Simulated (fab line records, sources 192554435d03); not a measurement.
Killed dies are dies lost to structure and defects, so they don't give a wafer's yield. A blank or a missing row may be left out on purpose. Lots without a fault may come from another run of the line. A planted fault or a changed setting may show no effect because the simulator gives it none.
fab line records | flow n5_finfet
record lots=7 wafers=39
route steps=1938 shown DUMMY_GATE@237 GATE_CUT@469
start_h: hours from the record's first day to the start of the lot's first wafer shown | wait_h: hours since the lot's step before | " the same as in the row above | L1.1+2: a row that stands for several wafers | - no value, or no start given | * or withheld: withheld | < > ~ a bound
route shown NAME@n: a module of which the file shows steps, and the number in the route of the first | usual: mean/standard deviation of fault-free wafers | same: alike in all rows | chamber/n: place in a boat | sites: the reading at each site | _std_site: their standard deviation | _edge_site: outer sites' mean less inner sites' | radius_mm: how far each site lies from the wafer's centre | mask NAME#n: copy n | behind: the tool/chamber that last shaped the wafer | hold: why the lot was held/for how many hours/how that ended | device: the transistor (n, p or np) that didn't switch | end of line: the same wafers' tests at the end of the route | a step without rows: its recipe alone | killed: dies lost to structure and defects at the first sort, not the wafer's yield | map: a wafer's dies, x killed, . not, _ none there
set.NAME: the setting as run; set.NAME@STEP: as run at that earlier step | model.NAME: the simulator's own value behind a step, which no gauge read
lots whose settings were changed on purpose; a table a step, a row a wafer
## steps
# step N5_DUMMY_GATE_ETCH_37
# recipe chemistry=N2/H2 target=SOC target_depth_a=600 overetch_a=300 temp_c=40 ion_energy_ev=200 pressure_mtorr=30 source_w=840 bias_w=150 n2_flow_sccm=200 h2_flow_sccm=200
# usual rf_vpp_V=524/3.1
# columns lot.wafer tool chamber start_h wait_h set.source_w rf_vpp_V
L076.1 rie_diel-06 0 59.29 0.0 840 524
L076.2 " 2 " " 840 528
L076.3 " 1 " " 1001 494
L076.4 " 3 " " 1001 489
L076.5 " 2 " " 840 528
L076.6 " 1 " " 1001 493
L082.1 rie_diel-05 1 96.52 0.0 973.1 500
L082.2 " 2 " " 840 527
L082.3 " 3 " " 840 526
L082.4 " 0 " " 973.1 499
L082.5 " 0 " " 840 525
L082.6 " 1 " " 973.1 501
L086.1 rie_diel-06 2 120.93 0.0 840 528
L086.2 " 1 " " 840 523
L086.3 " 3 " " 963.5 494
L086.4 " 2 " " 963.5 507
L086.5 " 1 " " 963.5 501
L086.6 " 3 " " 840 519
L088.1 rie_diel-05 3 133.37 0.0 693.2 560
L088.2 " 2 " " 840 528
L088.3 " 1 " " 840 526
L088.4 " 0 " " 840 524
L088.5 " 2 " " 693.2 565
L088.6 " 1 " " 693.2 560
L091.1 rie_diel-06 1 148.38 0.0 840 523
L091.2 " 3 " " 840 518
L091.3 " 2 " " 840 528
L091.4 " 0 " " 840 526
L091.5 " 0 " " 840 527
L091.6 " 1 " " 840 523
L093.2 rie_diel-05 3 159.56 0.0 840 524
L093.3 " 1 " " 840 525
L093.6 " 0 " " 840 525
L097.1 rie_diel-05 0 185.30 0.0 840 526
L097.2 " 3 " " 880.8 516
L097.3 " 2 " " 840 527
L097.4 " 1 " " 880.8 516
L097.5 " 2 " " 880.8 519
L097.6 " 1 " " 840 526
# step N5_DUMMY_GATE_ETCH_31
# recipe chemistry=C4F6/O2 target=SiO2 mask_material=SOC target_depth_a=825 time_s=27.5 ion_energy_ev=250 pressure_mtorr=30 source_w=345 bias_w=185 Ar_flow_sccm=300 C4F6_flow_sccm=10 O2_flow_sccm=10
# columns lot.wafer tool chamber start_h wait_h set.target_depth_a model.etch.depth_nm
L076.1 rie_diel-06 2 59.59 0.0 743.5 78.18
L076.2 " 3 " " 743.5 75.67
L076.3 " 1 " " 743.5 72.93
L076.4 " 0 " " 825 83.23
L076.5 " 0 " " 825 82.85
L076.6 " 3 " " 825 83.72
L082.1 rie_diel-06 1 96.79 0.0 797.2 77.94
L082.2 " 2 " " 825 86.01
L082.3 " 3 " " 825 82.54
L082.4 " 0 " " 797.2 79.17
L082.5 " 2 " " 797.2 83.65
L082.6 " 3 " " 825 83.23
L086.1 rie_diel-06 1 121.21 0.0 756.2 73.71
L086.2 " 2 " " 825 85.35
L086.3 " 3 " " 756.2 76.64
L086.4 " 2 " " 825 85.89
L086.5 " 1 " " 756.2 73.34
L086.6 " 3 " " 825 83.04
L088.1 rie_diel-05 1 133.64 0.0 852 84.29
L088.2 " 2 " " 852 86.25
L088.3 " 3 " " 825 79.38
L088.4 " 0 " " 852 83.4
L088.5 " 2 " " 825 82.62
L088.6 " 1 " " 825 81.05
L091.1 rie_diel-02 0 148.80 0.1 928.8 92.28
L091.2 " 1 " " 928.8 94.01
L091.3 " 3 " " 825 80.36
L091.4 " 2 " " 825 80.49
L091.5 " 2 " " 825 80.54
L091.6 " 3 " " 928.8 90
L093.2 rie_diel-06 1 160.13 0.0 825 79.82
L093.3 " 0 " " 825 83.7
L093.6 " 0 " " 825 83.46
L097.1 rie_diel-05 2 185.63 0.1 728.9 74.52
L097.2 " 3 " " 825 79.61
L097.3 " 1 " " 825 81.29
L097.4 " 0 " " 728.9 71.78
L097.5 " 0 " " 825 80.66
L097.6 " 3 " " 728.9 70.26
# step N5_DUMMY_GATE_ETCH_32
# recipe chemistry=CF4 target=SiO2 target_depth_a=35 time_s=3.9 ion_energy_ev=350 pressure_mtorr=10 icp_w=800 bias_w=400 cf4_flow_sccm=80
# columns lot.wafer tool chamber start_h wait_h set.time_s model.etch.depth_nm
L076.1 rie_si-03 2 59.84 0.1 3.9 3.625
L076.2 " 0 " " 4.801 4.434
L076.3 " 1 " " 3.9 3.245
L076.4 " 3 " " 4.801 4.154
L076.5 " 3 " " 3.9 3.375
L076.6 " 0 " " 4.801 4.38
L082.1 rie_si-03 3 97.04 0.1 3.9 3.407
L082.2 " 2 " " 3.9 3.619
L082.3 " 0 " " 4.23 3.939
L082.4 " 3 " " 4.23 3.698
L082.5 " 0 " " 4.23 3.918
L082.6 " 2 " " 3.9 3.602
L086.1 rie_si-04 2 121.45 0.1 3.9 3.509
L086.2 " 1 " " 3.9 3.673
L086.3 " 0 " " 3.9 3.607
L086.4 " 3 " " 3.9 3.64
L086.5 " 0 " " 3.9 3.583
L086.6 " 1 " " 3.9 3.627
L088.1 rie_si-06 2 133.89 0.1 4.829 4.39
L088.2 " 0 " " 4.829 4.085
L088.3 " 3 " " 3.9 3.587
L088.4 " 1 " " 3.9 3.412
L088.5 " 0 " " 4.829 4.089
L088.6 " 3 " " 3.9 3.593
L091.1 rie_si-03 3 149.05 0.1 3.33 2.871
L091.2 " 2 " " 3.9 3.526
L091.3 " 1 " " 3.9 3.281
L091.4 " 0 " " 3.9 3.542
L091.5 " 1 " " 3.33 2.796
L091.6 " 0 " " 3.33 2.997
L093.2 rie_si-04 3 160.37 0.1 3.9 3.611
L093.3 " 2 " " 3.9 3.49
L093.6 " 1 " " 3.9 3.682
L097.1 rie_si-06 0 185.88 0.1 3.9 3.343
L097.2 " 1 " " 3.9 3.461
L097.3 " 3 " " 3.9 3.574
L097.4 " 2 " " 3.9 3.571
L097.5 " 2 " " 3.9 3.605
L097.6 " 3 " " 3.9 3.561
# step N5_GATE_CUT_ETCH_58
# recipe chemistry=CH3F/O2 target=SiNx target_depth_a=170 time_s=128.6 ion_energy_ev=50 pressure_mtorr=30 source_w=415 bias_w=21 Ar_flow_sccm=150 CH3F_flow_sccm=30 O2_flow_sccm=20
# usual rf_vpp_V=99.3/0.91
# columns lot.wafer tool chamber start_h wait_h set.bias_w rf_vpp_V
L076.1 rie_diel-02 0 92.40 0.0 18.41 92.6
L076.2 " 3 " " 21 98.5
L076.3 " 2 " " 18.41 90.1
L076.4 " 1 " " 18.41 90.5
L076.5 " 0 " " 21 101.1
L076.6 " 1 " " 21 99.9
L082.1 rie_diel-05 2 131.16 0.1 21 100.8
L082.2 " 3 " " 21 98.8
L082.3 " 0 " " 21 100.2
L082.4 " 1 " " 21 99.2
L082.5 " 0 " " 21 99.2
L082.6 " 3 " " 21 99.0
L086.1 rie_diel-02 0 154.99 0.0 24.29 109.2
L086.2 " 2 " " 21 100.9
L086.3 " 3 " " 21 99.5
L086.4 " 1 " " 21 98.6
L086.5 " 1 " " 24.29 110.0
L086.6 " 0 " " 24.29 108.0
L088.1 rie_diel-05 0 166.36 0.1 23.72 108.3
L088.2 " 1 " " 21 98.3
L088.3 " 2 " " 21 100.5
L088.4 " 3 " " 23.72 107.8
L088.5 " 0 " " 23.72 108.5
L088.6 " 1 " " 21 99.2
L091.1 rie_diel-05 1 181.24 0.0 21 99.4
L091.2 " 2 " " 21 100.7
L091.3 " 3 " " 21 99.5
L091.4 " 0 " " 17.89 90.0
L091.5 " 1 " " 17.89 88.1
L091.6 " 2 " " 17.89 89.5
L093.2 rie_diel-06 1 195.31 0.0 21 99.3
L093.3 " 3 " " 21 97.3
L093.6 " 3 " " 21 98.2
L097.1 rie_diel-05 0 219.50 0.1 19.9 95.4
L097.2 " 1 " " 21 98.4
L097.3 " 2 " " 19.9 94.7
L097.4 " 3 " " 21 99.6
L097.5 " 0 " " 19.9 95.2
L097.6 " 3 " " 21 97.8
## key
split step=N5_DUMMY_GATE_ETCH_37 setting=source_w stated=840 by=wafer
response step=N5_DUMMY_GATE_ETCH_37 reading=rf_vpp_V change=-1.79 per=1% r=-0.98
split step=N5_DUMMY_GATE_ETCH_31 setting=target_depth_a stated=825 by=wafer
response step=N5_DUMMY_GATE_ETCH_31 reading=model.etch.depth_nm change=+0.887 per=1% r=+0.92
split step=N5_DUMMY_GATE_ETCH_32 setting=time_s stated=3.9 by=wafer
response step=N5_DUMMY_GATE_ETCH_32 reading=model.etch.depth_nm change=+0.0342 per=1% r=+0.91
split step=N5_GATE_CUT_ETCH_58 setting=bias_w stated=21 by=wafer
response step=N5_GATE_CUT_ETCH_58 reading=rf_vpp_V change=+0.673 per=1% r=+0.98
